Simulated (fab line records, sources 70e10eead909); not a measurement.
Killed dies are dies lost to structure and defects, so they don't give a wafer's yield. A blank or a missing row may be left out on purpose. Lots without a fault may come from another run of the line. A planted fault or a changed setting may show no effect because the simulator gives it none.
Which tool did it? | flow nand_harc | 7 lots, 21 wafers sampled, at 3 steps of a route of 1302

WHAT THE GAUGES READ, wafer by wafer
NHARC_P_CONTACT_CD_MEAS_12: target cd 90 nm.
lot  | measured     | on        | cd_nm (nm)
L278 | day 6 16:02  | cd_sem-01 | 89.3 90.1 89.9
L280 | day 7 04:28  | cd_sem-03 | 90.9 90.7 90.5
L283 | day 8 11:44  | cd_sem-03 | 90.5 90.2 90.5
L286 | day 9 17:31  | cd_sem-02 | 90.4 90.3 90.5
L294 | day 13 03:42 | cd_sem-03 | 109.9 109.4 109.8
L297 | day 14 05:50 | cd_sem-02 | 90.8 90.8 90.4
L298 | day 15 02:34 | cd_sem-01 | 90.0 90.7 89.9

WHICH TOOL RAN EACH LOT (tool, then ch and the chambers of the sampled wafers, then the start)
lot  | NHARC_P_GATE_RTA_82              | NHARC_P_CONTACT_EXPOSE_09
L278 | rtp_anneal-01 ch 0, day 6 14:12  | arfi_scanner-01 ch 0, day 6 15:53
L280 | rtp_anneal-02 ch 0, day 7 02:39  | arfi_scanner-02 ch 0, day 7 04:19
L283 | rtp_anneal-02 ch 0, day 8 09:56  | arfi_scanner-01 ch 0, day 8 11:35
L286 | rtp_anneal-02 ch 0, day 9 15:46  | arfi_scanner-01 ch 0, day 9 17:23
L294 | rtp_anneal-01 ch 0, day 13 01:53 | arfi_scanner-01 ch 0, day 13 03:34
L297 | rtp_anneal-02 ch 0, day 14 04:04 | arfi_scanner-02 ch 0, day 14 05:41
L298 | rtp_anneal-01 ch 0, day 15 00:55 | arfi_scanner-03 ch 0, day 15 02:26
- NHARC_P_GATE_RTA_82: time 30 s.
- NHARC_P_CONTACT_EXPOSE_09: exposes mask P CA, target cd 90 nm.

THE ANSWER, worked out from the rows above alone
Rule: what is usual is taken from the lots themselves. Put in order of their means at a reading, lots are off if they are a third of the lots or fewer, leave a main group of 4 or more, and stand apart from it by a gap of 3 or more times the standard deviation of the main group's means; of several such gaps the widest counts. A main group whose means are all the same, to the digits that the tables above print for the reading, isn't used. A lot without any number at a reading at which 4 lots or more have one is off too. The other lots that the step has rows for count as sound.
Off: L294, at NHARC_P_CONTACT_CD_MEAS_12 (cd_nm). The main group: mean 90.4 nm, standard deviation 0.31.
A tool fits if, at a process step before that reading, it ran every lot that is off, and no sound lot after the first of them. The gauges at NHARC_P_CONTACT_CD_MEAS_12 are tried like those tools. Can't be told from this: 2 tools fit, arfi_scanner-01 at NHARC_P_CONTACT_EXPOSE_09, cd_sem-03 at NHARC_P_CONTACT_CD_MEAS_12.

WHAT THE SIMULATOR HAD PUT IN
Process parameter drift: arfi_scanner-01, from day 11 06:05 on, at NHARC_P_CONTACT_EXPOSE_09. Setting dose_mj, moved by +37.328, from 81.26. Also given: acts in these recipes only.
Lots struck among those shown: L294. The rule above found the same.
